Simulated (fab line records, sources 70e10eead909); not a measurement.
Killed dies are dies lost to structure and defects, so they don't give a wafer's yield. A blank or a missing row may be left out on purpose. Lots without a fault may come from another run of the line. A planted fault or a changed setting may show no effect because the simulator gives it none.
Which tool did it? | flow nand_harc | 12 lots, 36 wafers sampled, at 3 steps of a route of 1302

WHAT THE GAUGES READ, wafer by wafer
NHARC_A_ONON_D1_THK_MEAS_18: measures by ellipsometry. Usual: thk_nm 997 nm, standard deviation 9.4.
lot  | measured     | on            | thk_nm (nm)    | flag
L938 | day 9 01:36  | film_metro-01 | 998 998 1000   |
L940 | day 9 15:31  | film_metro-01 | 975 973 976    |
L941 | day 10 03:35 | film_metro-02 | 1009 1008 1008 |
L942 | day 10 21:02 | film_metro-02 | 980 980 980    |
L949 | day 13 09:56 | film_metro-01 | 988 990 987    |
L951 | day 14 12:55 | film_metro-02 | 1005 1005 1007 |
L950 | day 14 13:06 | film_metro-01 | 997 997 996    |
L952 | day 14 22:08 | film_metro-02 | 987 989 989    |
L954 | day 15 14:54 | film_metro-01 | 987 987 989    |
L955 | day 16 09:51 | film_metro-02 | 1006 1003 1003 |
L957 | day 17 03:56 | film_metro-01 | 1000 1003 1002 |
L958 | day 17 03:57 | film_metro-01 | 996 994 994    |

NHARC_A_CHANNEL_HOLE_D1_CD_MEAS_10: target cd 100 nm. Usual: cd_nm 100.0 nm, standard deviation 0.52.
lot  | measured     | on        | cd_nm (nm)        | flag
L938 | day 9 09:37  | cd_sem-03 | 100.5 100.1 100.8 |
L940 | day 9 20:57  | cd_sem-03 | 101.7 99.8 99.6   |
L941 | day 10 09:11 | cd_sem-03 | 100.3 100.1 99.4  |
L942 | day 11 02:34 | cd_sem-01 | 101.2 100.0 103.1 |
L949 | day 13 15:29 | cd_sem-03 | 99.4 99.6 99.4    |
L951 | day 14 19:40 | cd_sem-02 | 100.3 99.7 100.7  |
L950 | day 14 19:54 | cd_sem-03 | 99.9 100.3 99.7   |
L952 | day 15 04:06 | cd_sem-01 | 100.1 100.9 99.9  |
L954 | day 15 23:44 | cd_sem-03 | 100.1 100.0 100.2 |
L955 | day 16 16:34 | cd_sem-01 | 99.2 99.6 99.3    |
L957 | day 17 09:20 | cd_sem-01 | 99.8 100.2 99.9   |
L958 | day 17 10:04 | cd_sem-01 | 100.1 99.9 99.9   |

WHICH TOOL RAN EACH LOT (tool, then ch and the chambers of the sampled wafers, then the start)
lot  | NHARC_A_CHANNEL_HOLE_D1_EXPOSE_07
L938 | arfi_scanner-01 ch 0, day 9 09:28
L940 | arfi_scanner-02 ch 0, day 9 20:49
L941 | arfi_scanner-03 ch 0, day 10 09:03
L942 | arfi_scanner-02 ch 0, day 11 02:26
L949 | arfi_scanner-02 ch 0, day 13 15:21
L951 | arfi_scanner-03 ch 0, day 14 19:32
L950 | arfi_scanner-01 ch 0, day 14 19:46
L952 | arfi_scanner-02 ch 0, day 15 03:58
L954 | arfi_scanner-02 ch 0, day 15 23:36
L955 | arfi_scanner-01 ch 0, day 16 16:26
L957 | arfi_scanner-01 ch 0, day 17 09:12
L958 | arfi_scanner-03 ch 0, day 17 09:55
- NHARC_A_CHANNEL_HOLE_D1_EXPOSE_07: exposes mask HOLE D1, target cd 100 nm.

WHAT THE TOOLS THEMSELVES READ (means of the sampled wafers that have a number; where no wafer has one, the mark that the record gives instead)
The record holds no such reading with a usual standard deviation.

THE ANSWER, worked out from the rows above alone
Rule: a lot is off if the mean of its wafers that have a number lies more than 3 standard deviations from the usual mean. A lot without any number at a reading at which 4 lots or more have one is off too. The other lots that the step has rows for count as sound. The gauges are gone through in route order, then the tools' own readings, and for those a lot's mean is taken as printed above. The first step at which some lot is off is used, and at that step the reading that is off furthest; a lot without a number counts as furthest.
No lot is off at any reading shown: from this, nothing can be told.

WHAT THE SIMULATOR HAD PUT IN
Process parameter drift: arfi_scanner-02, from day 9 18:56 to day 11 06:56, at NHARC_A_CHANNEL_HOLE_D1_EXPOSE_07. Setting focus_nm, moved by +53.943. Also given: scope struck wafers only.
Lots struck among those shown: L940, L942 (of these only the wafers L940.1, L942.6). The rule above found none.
